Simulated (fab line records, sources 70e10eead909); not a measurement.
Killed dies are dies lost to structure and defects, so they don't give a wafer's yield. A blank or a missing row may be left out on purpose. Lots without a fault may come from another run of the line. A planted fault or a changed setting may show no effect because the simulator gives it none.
Chamber matching | flow nand_harc | NHARC_A_BLC_CMP_25 on cmp-02: 4 sister chambers
The step polishes, t overpolish 30 s, target thk 150 nm. 8 wafers are shown with their chamber, then 10 later ones without.

WAFERS WITH THEIR CHAMBER
wafer  | chamber | motor_current_A (A) | time_to_endpoint_s (s)
L083.1 | 3       | 13.1                | 25.9
L085.3 | 1       | 11.8                | 31.9
L085.4 | 0       | 11.0                | 28.6
L079.1 | 0       | 10.8                | 30.7
L079.3 | 1       | 11.6                | 34.4
L079.5 | 2       | 13.2                | 31.1
L088.3 | 3       | 13.3                | 29.7
L088.4 | 2       | 13.7                | 33.0

WAFERS WITHOUT THEIR CHAMBER
wafer  | motor_current_A (A) | time_to_endpoint_s (s)
L088.5 | 12.0                | 30.9
L089.4 | 10.5                | 32.0
L089.5 | 12.8                | 28.9
L089.6 | 10.9                | 29.7
L093.1 | 13.3                | 29.7
L093.2 | 12.9                | 25.4
L093.5 | 10.8                | 27.0
L096.3 | 10.6                | 28.4
L096.5 | 13.1                | 25.8
L096.6 | 10.5                | 29.4

WHICH CHAMBER EACH WENT THROUGH
wafer  | from the rows above     | in truth
L088.5 | 1                       | 1
L089.4 | 0                       | 0
L089.5 | can't be placed: 3 or 2 | 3
L089.6 | 0                       | 0
L093.1 | can't be placed: 3 or 2 | 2
L093.2 | 3                       | 3
L093.5 | 0                       | 0
L096.3 | 0                       | 0
L096.5 | 3                       | 3
L096.6 | 0                       | 0
Placed correctly: 8 of 10. Can't be placed from these rows: 2 (the true chamber is among the candidates in 2). Placed wrongly: 0.
How it was worked out, from the rows above alone: a wafer's distance from a chamber is the root of the sum, over the readings, of the square of ((its reading less the chamber's mean) divided by the reading's scatter). The wafer belongs to the nearest chamber; if the next one is less than 2 further off, it can't be placed. A chamber's mean is the mean of its shown wafers. The scatter: the root of (the sum of the squares of (reading less its chamber's mean) over the shown wafers, divided by (wafers less chambers)).
